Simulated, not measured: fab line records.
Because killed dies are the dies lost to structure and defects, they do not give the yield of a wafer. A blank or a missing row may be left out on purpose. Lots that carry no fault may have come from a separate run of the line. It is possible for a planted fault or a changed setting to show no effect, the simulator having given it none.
fab line records	flow n5-finfet
record: lots: 24	wafers: 72	last-day: 19
route steps=1938 shown MOL_CONTACT_COAG@543
lots with no fault: from the same line, run without faults
start-h: start of the lot's first displayed wafer, in hours after the record's first day	wait-h: time in hours since the lot's previous step	" unchanged from the row above	L1.1+2: one row covering several wafers at once	- no value, or no start given	* or withheld: withheld	< > ~ a bound
route shown NAME@n: a module of which the file shows steps, and the number in the route of the first	usual: average and standard deviation across the fault-free wafers	same: alike in all rows	chamber/n: place in a boat	sites: each site's reading	_std_site: standard deviation of those values	_edge_site: mean of outer sites minus mean of inner sites	radius-mm: how far each site lies from the wafer's centre	mask NAME#n: copy n	behind: the most recent tool/chamber to have shaped the wafer	hold: why the lot went on hold/how many hours it stayed there/how the hold came to an end	device: the n, p or np transistor that did not switch	end of line: tests run on the same wafers once the route is complete	a step given without rows: its recipe and nothing more	killed: dies lost to structure and defects at the first sort, not the wafer's yield	map: dies across one wafer; x = killed, . = not, _ = none there
set.NAME: setting as actually run; set.NAME@STEP: the setting as run at that earlier step	model.NAME: the simulator's own value behind a step, which no gauge read
one table for each step of the route and one row for each wafer, over a sample of lots
services: the hour from which a tool's chamber was out of use, counted from the record's first day as start-h (under 0 if before that day), plus the number of hours and why
== steps ==
step: N5_MOL_CONTACT_COAG_TI_SIL_19
recipe: material: Ti	target-thk-a: 42	temp-c: 200	chamber-pressure-pa: 5	power-w: 5000	time-s: 15
usual: cathode-dc-power-W: 5000.0/1	throttle-valve-pct: 29.8/1.1
lot.wafer	tool	chamber	start-h	wait-h	cathode-dc-power-W	throttle-valve-pct
L074.1	pvd-sputter-03	-	93.64	2.0	4999.4	30.2
L074.3	"	-	"	"	5000.2	30.6
L074.5	"	-	"	"	4999.7	29.5
L075.1	pvd-sputter-01	-	100.83	0.3	5001.6	30.2
L075.4	"	-	"	"	5000.9	31.4
L075.6	"	-	"	"	4998.3	31.5
L076.2	pvd-sputter-03	-	105.80	0.7	4998.7	30.6
L076.3	"	-	"	"	5001.2	28.1
L076.6	"	-	"	"	5001.4	30.6
L077.2	pvd-sputter-03	-	106.20	0.2	5001.1	28.3
L077.3	"	-	"	"	5000.3	30.2
L077.4	"	-	"	"	4999.4	29.3
L078.1	pvd-sputter-02	-	115.77	0.2	4998.7	30.2
L078.3	"	-	"	"	4999.6	28.5
L078.6	"	-	"	"	4999.6	30.4
L079.2	pvd-sputter-02	-	121.90	0.4	4999.4	29.0
L079.3	"	-	"	"	4999.8	28.2
L079.5	"	-	"	"	5000.1	30.4
L080.1	pvd-sputter-02	-	125.47	0.3	5001.0	28.8
L080.3	"	-	"	"	4998.9	28.2
L080.4	"	-	"	"	5000.0	29.7
L081.1	pvd-sputter-03	-	130.25	0.2	5000.9	29.6
L081.4	"	-	"	"	4998.8	30.1
L081.6	"	-	"	"	4999.6	28.4
L082.1	pvd-sputter-01	-	139.31	0.2	4997.8	30.4
L082.3	"	-	"	"	4999.4	31.6
L082.6	"	-	"	"	4999.9	31.7
L083.1	pvd-sputter-03	-	143.86	0.2	4998.5	30.4
L083.2	"	-	"	"	5001.5	30.3
L083.3	"	-	"	"	5000.6	28.3
L084.3	pvd-sputter-02	-	151.52	0.2	4999.5	28.8
L084.4	"	-	"	"	4998.4	28.4
L084.6	"	-	"	"	4999.2	28.8
L085.3	pvd-sputter-02	-	158.68	0.3	5000.3	30.3
L085.5	"	-	"	"	4999.4	28.8
L085.6	"	-	"	"	4999.1	29.6
L086.1	pvd-sputter-01	-	162.59	0.2	4999.9	31.5
L086.4	"	-	"	"	5000.5	30.4
L086.5	"	-	"	"	4998.0	30.3
L087.1	pvd-sputter-02	-	164.46	0.2	5000.9	29.6
L087.4	"	-	"	"	4998.9	28.7
L087.5	"	-	"	"	5000.1	28.3
L088.3	pvd-sputter-03	-	179.42	1.1	4999.4	30.3
L088.5	"	-	"	"	5000.2	30.1
L088.6	"	-	"	"	4999.3	28.5
L089.2	pvd-sputter-03	-	181.22	0.1	5001.4	30.1
L089.3	"	-	"	"	5001.1	30.4
L089.5	"	-	"	"	4999.9	30.5
L090.1	pvd-sputter-03	-	189.64	0.2	4999.8	29.4
L090.3	"	-	"	"	4999.0	30.4
L090.6	"	-	"	"	5000.6	30.2
L091.1	pvd-sputter-02	-	193.46	0.2	4998.8	30.7
L091.4	"	-	"	"	4998.8	29.1
L091.6	"	-	"	"	4998.6	29.7
L092.2	pvd-sputter-01	-	201.62	0.3	4998.6	31.5
L092.3	"	-	"	"	4999.7	30.4
L092.6	"	-	"	"	4998.8	31.5
L093.1	pvd-sputter-02	-	203.20	0.2	4998.8	30.5
L093.3	"	-	"	"	5001.0	28.8
L093.5	"	-	"	"	5000.9	28.5
L094.3	pvd-sputter-03	-	213.67	0.4	4998.7	30.3
L094.5	"	-	"	"	4999.7	29.1
L094.6	"	-	"	"	5000.7	28.2
L095.2	pvd-sputter-01	-	215.39	0.1	5000.2	31.6
L095.4	"	-	"	"	5000.0	31.5
L095.5	"	-	"	"	5000.7	31.4
L096.3	pvd-sputter-02	-	221.40	0.1	5000.0	29.8
L096.4	"	-	"	"	5000.8	28.8
L096.5	"	-	"	"	5001.9	30.2
L097.1	pvd-sputter-02	-	227.12	0.7	4999.9	30.3
L097.3	"	-	"	"	5000.5	28.9
L097.4	"	-	"	"	5000.3	29.7
step: N5_MOL_CONTACT_COAG_CO_FILL_22
recipe: material: Co	target-thk-a: 200	temp-c: 200	precursor: CCTBA/H2	pressure-torr: 30
usual: chamber-pressure-Torr: 30.00/0.068	heater-power-w: 248/23
lot.wafer	tool	chamber	start-h	wait-h	chamber-pressure-Torr	heater-power-w
L074.1	cvd-co-01	2	94.73	0.1	30.12	223
L074.3	"	0	"	"	30.01	269
L074.5	"	2	"	"	30.08	227
L075.1	cvd-co-02	2	102.27	0.1	29.97	227
L075.4	"	2	"	"	30.07	228
L075.6	"	0	"	"	30.00	254
L076.2	cvd-co-01	0	106.78	0.1	30.05	275
L076.3	"	2	"	"	29.82	232
L076.6	"	0	"	"	30.08	268
L077.2	cvd-co-01	1	107.36	0.2	29.84	280
L077.3	"	2	"	"	30.13	227
L077.4	"	1	"	"	29.81	284
L078.1	cvd-co-01	1	117.09	0.1	30.02	287
L078.3	"	2	"	"	30.06	226
L078.6	"	1	"	"	29.91	284
L079.2	cvd-co-01	0	122.81	0.1	30.08	277
L079.3	"	2	"	"	30.01	231
L079.5	"	1	"	"	30.04	281
L080.1	cvd-co-01	0	127.13	0.1	29.97	268
L080.3	"	2	"	"	29.89	230
L080.4	"	2	"	"	30.01	227
L081.1	cvd-co-02	0	131.39	0.1	29.98	248
L081.4	"	0	"	"	29.94	257
L081.6	"	2	"	"	29.96	229
L082.1	cvd-co-01	2	142.18	0.1	29.98	222
L082.3	"	2	"	"	29.93	228
L082.6	"	0	"	"	30.04	262
L083.1	cvd-co-01	2	147.30	0.1	29.92	219
L083.2	"	1	"	"	30.05	281
L083.3	"	0	"	"	29.96	277
L084.3	cvd-co-02	1	152.93	0.4	29.85	228
L084.4	"	2	"	"	29.92	226
L084.6	"	1	"	"	30.01	224
L085.3	cvd-co-02	2	161.72	0.1	30.06	226
L085.5	"	1	"	"	30.06	232
L085.6	"	2	"	"	30.06	226
L086.1	cvd-co-01	2	165.03	0.1	30.05	224
L086.4	"	2	"	"	30.00	231
L086.5	"	0	"	"	29.97	269
L087.1	cvd-co-02	2	165.77	0.1	30.08	225
L087.4	"	0	"	"	30.09	252
L087.5	"	1	"	"	30.03	225
L088.3	cvd-co-01	2	180.59	0.1	30.02	222
L088.5	"	0	"	"	30.02	270
L088.6	"	2	"	"	30.01	227
L089.2	cvd-co-02	2	185.17	0.1	30.02	231
L089.3	"	1	"	"	30.12	217
L089.5	"	0	"	"	29.98	252
L090.1	cvd-co-02	0	192.36	0.1	29.92	253
L090.3	"	1	"	"	30.01	227
L090.6	"	1	"	"	30.02	223
L091.1	cvd-co-01	1	195.00	0.1	30.02	284
L091.4	"	2	"	"	29.98	226
L091.6	"	0	"	"	29.95	271
L092.2	cvd-co-02	2	203.31	0.1	29.96	229
L092.3	"	1	"	"	30.02	224
L092.6	"	1	"	"	29.95	223
L093.1	cvd-co-02	1	204.17	0.1	30.06	227
L093.3	"	0	"	"	30.09	254
L093.5	"	1	"	"	30.06	227
L094.3	cvd-co-01	2	214.80	0.1	30.00	226
L094.5	"	2	"	"	29.91	229
L094.6	"	0	"	"	30.00	271
L095.2	cvd-co-02	1	216.86	0.1	30.06	225
L095.4	"	1	"	"	29.98	220
L095.5	"	2	"	"	29.87	230
L096.3	cvd-co-02	0	223.06	0.1	29.96	259
L096.4	"	1	"	"	30.05	230
L096.5	"	2	"	"	29.95	220
L097.1	cvd-co-01	1	228.51	0.1	30.11	282
L097.3	"	0	"	"	29.90	274
L097.4	"	1	"	"	30.00	284
step: N5_MOL_CONTACT_COAG_ALD_123
recipe: material: SiNx	target-thk-a: 50	temp-c: 400	ald-precursor-family: SiH2I2	ald-co-reactant: N2/H2-plasma	pulse-time-s: 1	purge-time-s: 2	co-reactant-purge-time-s: 2	ald-cycles: 100	pressure-torr: 2
usual: chamber-pressure-Torr: 2.000/0.004	heater-power-w: 838/95	precursor-pulse-height-rel: 0.996/0.019
lot.wafer	tool	chamber	start-h	wait-h	chamber-pressure-Torr	heater-power-w	precursor-pulse-height-rel
L074.1	ald-sin-03	2	101.95	0.0	1.997	937	0.982
L074.3	"	3	"	"	2.006	644	0.956
L074.5	"	3	"	"	2.001	652	0.975
L075.1	ald-sin-03	2	107.01	0.0	2.000	944	1.031
L075.4	"	3	"	"	1.990	640	0.994
L075.6	"	2	"	"	1.997	929	0.996
L076.2	ald-sin-04	2	113.01	0.3	1.997	1002	0.952
L076.3	"	1	"	"	1.998	806	1.006
L076.6	"	3	"	"	1.998	772	0.982
L077.2	ald-sin-03	0	113.10	0.0	2.002	862	1.007
L077.3	"	2	"	"	1.994	918	0.955
L077.4	"	3	"	"	1.998	666	1.009
L078.1	ald-sin-04	1	125.06	0.0	2.005	873	0.961
L078.3	"	0	"	"	1.992	873	1.006
L078.6	"	3	"	"	2.003	771	1.007
L079.2	ald-sin-01	1	128.29	0.1	2.000	995	0.987
L079.3	"	3	"	"	2.000	754	0.995
L079.5	"	0	"	"	2.000	775	0.988
L080.1	ald-sin-01	1	133.35	0.0	1.998	993	1.008
L080.3	"	0	"	"	2.000	797	1.007
L080.4	"	0	"	"	2.006	776	0.999
L081.1	ald-sin-01	3	137.32	0.0	1.992	780	1.003
L081.4	"	3	"	"	1.999	757	0.992
L081.6	"	0	"	"	2.002	780	1.006
L082.1	ald-sin-04	2	147.07	0.0	2.001	981	1.019
L082.3	"	1	"	"	2.003	852	1.016
L082.6	"	3	"	"	2.002	798	1.010
L083.1	ald-sin-04	2	153.33	0.0	1.996	985	1.038
L083.2	"	3	"	"	2.004	811	0.996
L083.3	"	1	"	"	1.998	869	0.990
L084.3	ald-sin-03	3	159.91	0.0	1.999	657	0.989
L084.4	"	0	"	"	1.998	841	0.998
L084.6	"	1	"	"	1.991	852	0.983
L085.3	ald-sin-03	0	167.76	0.0	2.010	852	0.988
L085.5	"	3	"	"	1.996	655	1.012
L085.6	"	2	"	"	1.999	918	1.028
L086.1	ald-sin-03	2	170.46	0.0	1.999	933	1.013
L086.4	"	0	"	"	1.992	857	1.036
L086.5	"	0	"	"	2.000	838	0.994
L087.1	ald-sin-04	1	170.92	0.0	1.998	831	0.970
L087.4	"	2	"	"	2.000	990	1.012
L087.5	"	0	"	"	1.997	871	0.980
L088.3	ald-sin-03	0	188.37	0.0	1.999	851	1.007
L088.5	"	3	"	"	1.999	647	1.003
L088.6	"	2	"	"	2.006	950	0.969
L089.2	ald-sin-03	3	190.04	0.1	2.002	663	0.990
L089.3	"	1	"	"	1.996	851	0.964
L089.5	"	0	"	"	1.995	864	0.982
L090.1	ald-sin-04	2	199.41	0.0	1.993	921	1.022
L090.3	"	3	"	"	2.001	761	0.972
L090.6	"	3	"	"	2.002	777	0.993
L091.1	ald-sin-01	3	201.80	0.0	1.996	781	1.046
L091.4	"	1	"	"	1.998	993	0.975
L091.6	"	2	"	"	1.998	755	1.008
L092.2	ald-sin-03	1	210.06	0.2	2.005	842	0.988
L092.3	"	3	"	"	2.002	669	0.978
L092.6	"	0	"	"	1.998	836	0.984
L093.1	ald-sin-03	0	210.54	0.3	1.999	840	1.020
L093.3	"	2	"	"	1.995	949	0.985
L093.5	"	0	"	"	1.998	848	0.954
L094.3	ald-sin-04	0	222.40	0.4	2.004	869	1.003
L094.5	"	0	"	"	1.998	871	0.982
L094.6	"	3	"	"	2.000	771	1.029
L095.2	ald-sin-01	1	223.56	0.5	1.994	994	1.006
L095.4	"	2	"	"	1.998	751	1.010
L095.5	"	0	"	"	2.002	787	0.982
L096.3	ald-sin-03	1	228.03	0.1	1.996	838	0.979
L096.4	"	0	"	"	1.996	850	1.007
L096.5	"	2	"	"	1.999	932	1.003
L097.1	ald-sin-04	3	234.06	0.0	1.997	758	1.008
L097.3	"	0	"	"	2.003	867	0.991
L097.4	"	2	"	"	1.991	948	0.989
step: N5_MOL_CONTACT_COAG_CD_MEAS_84
recipe: target-cd-nm: 25.1	landing-energy-ev: 500	detector: se-inlens	polarity: opening
usual: cd-nm: 25.06/0.23
lot.wafer	tool	chamber	start-h	wait-h	cd-nm
L074.1	cd-sem-01	0	102.91	-	24.90
L074.3	"	0	"	"	24.81
L074.5	"	0	"	"	24.88
L075.1	cd-sem-03	0	107.98	-	25.66
L075.4	"	0	"	"	25.00
L075.6	"	0	"	"	25.27
L076.2	cd-sem-01	0	113.98	-	24.70
L076.3	"	0	"	"	25.06
L076.6	"	0	"	"	25.39
L077.2	cd-sem-03	0	114.16	-	25.00
L077.3	"	0	"	"	24.77
L077.4	"	0	"	"	25.00
L078.1	cd-sem-01	0	126.03	-	25.24
L078.3	"	0	"	"	25.32
L078.6	"	0	"	"	25.39
L079.2	cd-sem-01	0	129.26	-	25.27
L079.3	"	0	"	"	25.20
L079.5	"	0	"	"	25.45
L080.1	cd-sem-03	0	134.19	-	24.92
L080.3	"	0	"	"	24.82
L080.4	"	0	"	"	24.89
L081.1	cd-sem-03	0	138.16	-	24.84
L081.4	"	0	"	"	25.09
L081.6	"	0	"	"	25.33
L082.1	cd-sem-03	0	148.03	-	24.21
L082.3	"	0	"	"	25.19
L082.6	"	0	"	"	24.80
L083.1	cd-sem-02	0	154.18	-	25.25
L083.2	"	0	"	"	25.07
L083.3	"	0	"	"	25.15
L084.3	cd-sem-03	0	160.76	-	25.12
L084.4	"	0	"	"	25.22
L084.6	"	0	"	"	25.23
L085.3	cd-sem-01	0	168.61	-	24.90
L085.5	"	0	"	"	25.15
L085.6	"	0	"	"	24.69
L086.1	cd-sem-02	0	171.30	-	25.14
L086.4	"	0	"	"	24.88
L086.5	"	0	"	"	24.93
L087.1	cd-sem-01	0	171.76	-	24.80
L087.4	"	0	"	"	25.22
L087.5	"	0	"	"	25.26
L088.3	cd-sem-02	0	189.34	-	24.65
L088.5	"	0	"	"	25.22
L088.6	"	0	"	"	24.87
L089.2	cd-sem-03	0	191.00	-	25.64
L089.3	"	0	"	"	24.87
L089.5	"	0	"	"	25.39
L090.1	cd-sem-03	0	200.25	-	25.02
L090.3	"	0	"	"	25.38
L090.6	"	0	"	"	25.06
L091.1	cd-sem-02	0	202.79	-	25.06
L091.4	"	0	"	"	24.76
L091.6	"	0	"	"	24.89
L092.2	cd-sem-01	0	210.90	-	25.00
L092.3	"	0	"	"	25.25
L092.6	"	0	"	"	24.83
L093.1	cd-sem-01	0	211.52	-	25.45
L093.3	"	0	"	"	25.26
L093.5	"	0	"	"	25.02
L094.3	cd-sem-02	0	223.39	-	24.68
L094.5	"	0	"	"	24.76
L094.6	"	0	"	"	24.83
L095.2	cd-sem-03	0	224.41	-	25.30
L095.4	"	0	"	"	25.04
L095.5	"	0	"	"	24.99
L096.3	cd-sem-03	0	228.88	-	25.04
L096.4	"	0	"	"	25.36
L096.5	"	0	"	"	25.10
L097.1	cd-sem-01	0	234.92	-	25.31
L097.3	"	0	"	"	24.86
L097.4	"	0	"	"	25.01
step: N5_MOL_CONTACT_COAG_ETCH_47
recipe: chemistry: CH3F/O2	target: SiNx	target-depth-a: 270	mask-material: SiO2	stop-on: W	over-etch-frac: 0.2	ion-energy-ev: 120	endpoint: OES-CN	pressure-mtorr: 30	source-w: 395	bias-w: 73	Ar_flow_sccm: 150	CH3F_flow_sccm: 30	O2_flow_sccm: 20	ends: end-point
usual: drypump-motor-current-A: 5.6/0.49	etch-rf-on-time-s: 31.3/0.43	oes-product-au: 0.72/0.066	rf-vpp-V: 298/4.8	showerhead-plenum-p-Torr: 2.00/0.071	throttle-valve-pct: 16.31/0.19
lot.wafer	tool	chamber	start-h	wait-h	drypump-motor-current-A	etch-rf-on-time-s	oes-product-au	rf-hours-counter-h	rf-vpp-V	showerhead-plenum-p-Torr	throttle-valve-pct
L074.1	rie-diel-06	0	103.71	0.0	5.3	33.0	0.60	248	298	2.04	16.59
L074.3	"	3	"	"	4.9	30.3	0.93	1	303	2.15	16.48
L074.5	"	0	"	"	5.3	32.5	0.60	-	297	2.04	16.60
L075.1	rie-diel-03	3	108.68	0.0	5.7	31.3	0.74	70	294	1.95	16.14
L075.4	"	2	"	"	5.6	31.8	0.78	48	305	1.94	16.32
L075.6	"	0	"	"	5.1	31.8	0.72	-	298	2.10	16.32
L076.2	rie-diel-04	2	114.68	0.0	6.8	31.9	0.61	199	297	1.99	16.80
L076.3	"	1	"	"	5.7	31.2	0.68	157	294	1.91	16.00
L076.6	"	2	"	"	6.8	31.6	0.62	-	297	1.99	16.79
L077.2	rie-diel-03	0	114.86	0.0	5.2	31.2	0.72	84	298	2.10	16.33
L077.3	"	3	"	"	5.7	31.0	0.75	71	295	1.95	16.14
L077.4	"	2	"	"	5.6	31.3	0.78	49	305	1.94	16.33
L078.1	rie-diel-04	0	126.74	0.0	5.0	31.5	0.74	76	289	1.96	16.37
L078.3	"	1	"	"	5.7	31.3	0.68	160	293	1.91	16.01
L078.6	"	0	"	"	4.9	31.1	0.76	-	291	1.96	16.39
L079.2	rie-diel-03	2	129.96	0.0	5.6	31.4	0.77	53	306	1.94	16.33
L079.3	"	1	"	"	6.3	31.3	0.74	79	303	2.04	16.07
L079.5	"	2	"	"	5.6	31.5	0.78	-	304	1.94	16.32
L080.1	rie-diel-04	1	134.97	0.0	5.8	31.7	0.68	163	294	1.91	16.00
L080.3	"	2	"	"	6.7	32.2	0.61	204	296	1.99	16.81
L080.4	"	3	"	"	5.8	31.8	0.63	174	292	2.01	16.30
L081.1	rie-diel-06	2	139.00	0.0	5.3	31.1	0.63	229	301	2.05	16.55
L081.4	"	1	"	"	5.9	31.0	0.83	22	302	2.13	16.14
L081.6	"	0	"	"	5.3	31.2	0.88	-	297	2.03	16.11
L082.1	rie-diel-04	3	148.73	0.0	5.8	32.1	0.64	178	292	2.01	16.31
L082.3	"	0	"	"	4.9	31.4	0.74	82	291	1.95	16.40
L082.6	"	3	"	"	5.8	31.8	0.64	-	292	2.01	16.30
L083.1	rie-diel-06	2	154.98	0.0	5.3	31.0	0.62	233	299	2.05	16.57
L083.2	"	3	"	"	5.0	30.5	0.86	16	301	2.14	16.50
L083.3	"	0	"	"	5.3	31.3	0.85	7	298	2.03	16.12
L084.3	rie-diel-04	0	161.77	0.0	4.9	31.2	0.74	86	291	1.95	16.41
L084.4	"	2	"	"	6.8	32.0	0.61	209	297	1.99	16.81
L084.6	"	1	"	"	5.7	31.7	0.67	-	294	1.90	16.03
L085.3	rie-diel-03	1	170.34	0.0	6.3	30.9	0.72	93	303	2.03	16.11
L085.5	"	2	"	"	5.6	31.7	0.75	-	305	1.93	16.36
L085.6	"	1	"	"	6.3	30.8	0.72	-	305	2.03	16.12
L086.1	rie-diel-03	1	172.73	0.0	6.3	30.7	0.72	94	306	2.03	16.12
L086.4	"	3	"	"	5.7	30.8	0.73	90	295	1.94	16.19
L086.5	"	0	"	"	5.2	31.3	0.70	-	297	2.09	16.36
L087.1	rie-diel-04	3	172.90	0.0	5.8	31.9	0.63	185	292	2.00	16.32
L087.4	"	0	"	"	5.0	31.4	0.73	91	291	1.95	16.40
L087.5	"	0	"	"	4.9	31.5	0.73	-	290	1.95	16.42
L088.3	rie-diel-03	1	190.04	0.0	6.3	31.1	0.71	100	303	2.03	16.14
L088.5	"	0	"	"	5.2	31.5	0.69	-	297	2.09	16.36
L088.6	"	3	"	"	5.7	31.6	0.72	-	294	1.94	16.20
L089.2	rie-diel-06	1	191.71	0.0	5.9	31.3	0.80	39	302	2.13	16.19
L089.3	"	2	"	"	5.4	31.3	0.61	246	298	2.05	16.56
L089.5	"	2	"	"	5.4	31.1	0.61	-	297	2.05	16.59
L090.1	rie-diel-03	2	201.02	0.0	5.6	31.4	0.75	79	305	1.93	16.37
L090.3	"	3	"	"	5.7	31.1	0.72	101	294	1.94	16.22
L090.6	"	1	"	"	6.2	31.2	0.71	-	303	2.03	16.14
L091.1	rie-diel-03	3	203.54	0.0	5.7	30.8	0.72	102	293	1.94	16.20
L091.4	"	0	"	"	5.1	31.4	0.70	115	298	2.09	16.39
L091.6	"	0	"	"	5.1	31.7	0.69	-	298	2.09	16.38
L092.2	rie-diel-03	0	211.60	0.0	5.1	31.3	0.69	118	297	2.09	16.39
L092.3	"	1	"	"	6.3	31.3	0.70	110	303	2.03	16.14
L092.6	"	1	"	"	6.2	31.2	0.71	-	303	2.03	16.14
L093.1	rie-diel-03	1	212.24	0.0	6.3	31.0	0.71	110	304	2.03	16.12
L093.3	"	3	"	"	5.7	31.0	0.71	105	293	1.94	16.20
L093.5	"	2	"	"	5.6	31.2	0.74	-	305	1.93	16.37
L094.3	rie-diel-03	1	224.48	0.0	6.3	30.8	0.71	114	303	2.03	16.18
L094.5	"	2	"	"	5.6	31.1	0.74	-	305	1.93	16.39
L094.6	"	3	"	"	5.7	31.2	0.71	-	295	1.94	16.21
L095.2	rie-diel-03	2	225.20	0.0	5.6	31.7	0.73	88	305	1.93	16.40
L095.4	"	0	"	"	5.2	31.2	0.69	123	298	2.09	16.40
L095.5	"	0	"	"	5.2	31.7	0.68	-	296	2.09	16.42
L096.3	rie-diel-04	3	229.62	0.0	5.8	31.8	0.62	203	292	2.00	16.36
L096.4	"	1	"	"	5.7	31.4	0.66	192	294	1.90	16.06
L096.5	"	0	"	"	5.0	31.4	0.72	-	291	1.95	16.47
L097.1	rie-diel-03	2	235.63	0.0	5.6	31.5	0.73	92	302	1.93	16.40
L097.3	"	1	"	"	6.3	30.7	0.70	119	302	2.02	16.15
L097.4	"	0	"	"	5.1	31.7	0.68	127	299	2.08	16.42
step: N5_MOL_CONTACT_COAG_STRIP_72
recipe: chemistry: N2/H2	power-w: 450	temp-c: 40	pressure-mtorr: 20	rf-frequency-hz: 6e+07	overash-fraction: 3	bias-power-w: 7	h2-frac: 0.5	n2-flow-sccm: 200	h2-flow-sccm: 200
usual: drypump-motor-current-A: 5.6/0.52	oes-product-au: 0.81/0.088	rf-vpp-V: 59.2/2	showerhead-plenum-p-Torr: 2.55/0.092	throttle-valve-pct: 23.51/0.28
lot.wafer	tool	chamber	start-h	wait-h	drypump-motor-current-A	oes-product-au	rf-hours-counter-h	rf-vpp-V	showerhead-plenum-p-Torr	throttle-valve-pct
L074.1	rie-diel-03	1	105.25	0.0	6.3	0.84	74	58.4	2.56	23.05
L074.3	"	0	"	"	5.2	0.80	82	60.2	2.65	23.44
L074.5	"	0	"	"	5.2	0.81	-	57.1	2.65	23.49
L075.1	rie-diel-03	3	110.06	0.0	5.7	0.81	70	57.8	2.46	23.58
L075.4	"	2	"	"	5.6	0.88	49	55.8	2.47	23.76
L075.6	"	3	"	"	5.7	0.83	-	61.2	2.46	23.58
L076.2	rie-diel-04	2	115.94	0.0	6.7	0.67	199	57.1	2.52	24.04
L076.3	"	0	"	"	5.0	0.85	73	60.7	2.46	23.67
L076.6	"	2	"	"	6.8	0.69	-	54.5	2.52	24.01
L077.2	rie-diel-03	1	116.20	0.0	6.3	0.84	76	59.9	2.56	23.01
L077.3	"	0	"	"	5.2	0.80	84	58.8	2.65	23.48
L077.4	"	3	"	"	5.7	0.84	71	58.0	2.46	23.52
L078.1	rie-diel-03	3	128.63	0.0	5.7	0.85	74	58.6	2.46	23.54
L078.3	"	0	"	"	5.2	0.81	87	58.1	2.65	23.51
L078.6	"	3	"	"	5.7	0.84	-	57.0	2.46	23.56
L079.2	rie-diel-06	1	131.38	0.0	5.9	0.94	20	58.3	2.71	23.52
L079.3	"	2	"	"	5.3	0.71	227	61.8	2.59	23.60
L079.5	"	1	"	"	5.9	0.94	-	57.8	2.71	23.52
L080.1	rie-diel-03	0	136.24	0.0	5.2	0.79	89	61.2	2.65	23.51
L080.3	"	3	"	"	5.7	0.83	77	58.8	2.46	23.54
L080.4	"	1	"	"	6.3	0.82	81	56.7	2.55	23.07
L081.1	rie-diel-06	2	140.56	0.0	5.4	0.70	229	60.7	2.59	23.55
L081.4	"	3	"	"	5.0	0.97	12	57.7	2.69	23.33
L081.6	"	1	"	"	5.9	0.91	-	58.0	2.71	23.52
L082.1	rie-diel-03	1	150.00	0.0	6.3	0.82	86	59.4	2.55	23.06
L082.3	"	0	"	"	5.2	0.80	94	59.3	2.65	23.51
L082.6	"	3	"	"	5.7	0.81	-	59.4	2.46	23.55
L083.1	rie-diel-03	1	156.39	0.0	6.2	0.82	88	57.1	2.55	23.03
L083.2	"	3	"	"	5.7	0.82	84	57.2	2.46	23.57
L083.3	"	0	"	"	5.2	0.81	96	57.8	2.65	23.52
L084.3	rie-diel-04	3	163.03	0.0	5.8	0.69	182	58.0	2.52	23.15
L084.4	"	2	"	"	6.8	0.68	209	61.9	2.51	24.06
L084.6	"	0	"	"	5.0	0.82	-	53.8	2.45	23.67
L085.3	rie-diel-04	0	171.71	0.0	4.9	0.82	90	63.2	2.45	23.68
L085.5	"	3	"	"	5.8	0.69	-	62.8	2.52	23.16
L085.6	"	2	"	"	6.8	0.68	-	58.3	2.51	24.10
L086.1	rie-diel-04	2	174.46	0.0	6.8	0.68	214	58.8	2.51	24.11
L086.4	"	0	"	"	5.0	0.83	91	57.0	2.45	23.70
L086.5	"	2	"	"	6.8	0.67	-	58.3	2.51	24.01
L087.1	rie-diel-06	1	175.03	0.0	5.9	0.90	33	61.3	2.71	23.57
L087.4	"	3	"	"	4.9	0.93	22	61.6	2.69	23.38
L087.5	"	1	"	"	5.9	0.90	-	61.3	2.71	23.52
L088.3	rie-diel-04	3	191.50	0.0	5.8	0.68	191	58.9	2.52	23.13
L088.5	"	0	"	"	4.9	0.83	-	59.6	2.45	23.68
L088.6	"	3	"	"	5.8	0.68	-	59.1	2.52	23.18
L089.2	rie-diel-06	3	193.14	0.0	5.0	0.93	30	58.7	2.68	23.42
L089.3	"	0	"	"	5.3	0.90	21	60.0	2.59	23.71
L089.5	"	3	"	"	5.0	0.94	-	59.1	2.68	23.38
L090.1	rie-diel-04	2	202.68	0.0	6.8	0.67	223	63.2	2.51	24.10
L090.3	"	1	"	"	5.7	0.74	184	58.2	2.42	23.14
L090.6	"	1	"	"	5.8	0.72	-	59.9	2.42	23.13
L091.1	rie-diel-06	1	204.96	0.0	5.9	0.86	43	60.6	2.70	23.59
L091.4	"	0	"	"	5.3	0.88	24	59.7	2.59	23.69
L091.6	"	3	"	"	4.9	0.91	-	58.0	2.68	23.38
L092.2	rie-diel-03	3	213.20	0.0	5.7	0.79	106	60.5	2.45	23.58
L092.3	"	1	"	"	6.2	0.79	110	60.1	2.54	23.05
L092.6	"	0	"	"	5.2	0.78	-	57.6	2.64	23.54
L093.1	rie-diel-06	1	213.99	0.0	5.9	0.88	46	56.3	2.70	23.58
L093.3	"	0	"	"	5.3	0.93	27	60.4	2.59	23.69
L093.5	"	1	"	"	5.9	0.89	-	60.5	2.70	23.57
L094.3	rie-diel-04	3	225.92	0.0	5.8	0.69	202	63.1	2.51	23.17
L094.5	"	0	"	"	4.9	0.81	-	58.9	2.44	23.71
L094.6	"	3	"	"	5.8	0.69	-	61.0	2.51	23.22
L095.2	rie-diel-06	1	226.63	0.0	5.9	0.87	52	63.8	2.70	23.55
L095.4	"	1	"	"	5.9	0.87	-	60.0	2.70	23.52
L095.5	"	3	"	"	5.0	0.91	-	62.6	2.68	23.39
L096.3	rie-diel-06	3	231.49	0.0	5.0	0.91	44	60.5	2.68	23.37
L096.4	"	0	"	"	5.3	0.88	35	55.0	2.58	23.74
L096.5	"	2	"	"	5.4	1.00	-	58.1	2.58	23.31
L097.1	rie-diel-04	3	237.01	0.0	5.8	0.69	206	58.5	2.51	23.22
L097.3	"	2	"	"	6.8	0.67	234	60.8	2.50	24.07
L097.4	"	1	"	"	5.8	0.73	194	57.6	2.42	23.09
== services ==
tool	chamber	start-h	hours	kind
rie-diel-06	3	70.48	-	clean
rie-diel-03	0	72.76	9.1	repair
ald-sin-03	0	73.62	5.7	repair
rie-diel-06	-	74.08	0.7	repair
pvd-sputter-03	-	80.21	1.9	repair
ald-sin-03	-	80.68	6.1	pm
ald-sin-01	-	85.75	14.0	pm
pvd-sputter-02	-	86.68	1.2	repair
ald-sin-03	-	108.58	0.9	repair
ald-sin-03	-	119.99	2.8	pm
cvd-co-01	1	129.59	16.6	repair
ald-sin-03	1	130.03	1.8	repair
ald-sin-01	2	130.46	7.6	repair
pvd-sputter-02	-	139.65	3.9	repair
rie-diel-04	2	142.43	9.2	repair
pvd-sputter-03	-	144.16	23.3	repair
cvd-co-02	0	151.94	5.1	repair
rie-diel-04	3	166.11	2.1	repair
ald-sin-04	-	176.75	14.0	pm
pvd-sputter-02	-	183.42	2.3	repair
ald-sin-04	1	194.15	6.7	repair
ald-sin-03	-	194.21	6.0	pm
rie-diel-06	-	202.66	1.0	repair
ald-sin-03	2	223.34	3.2	repair
== key ==
fault none
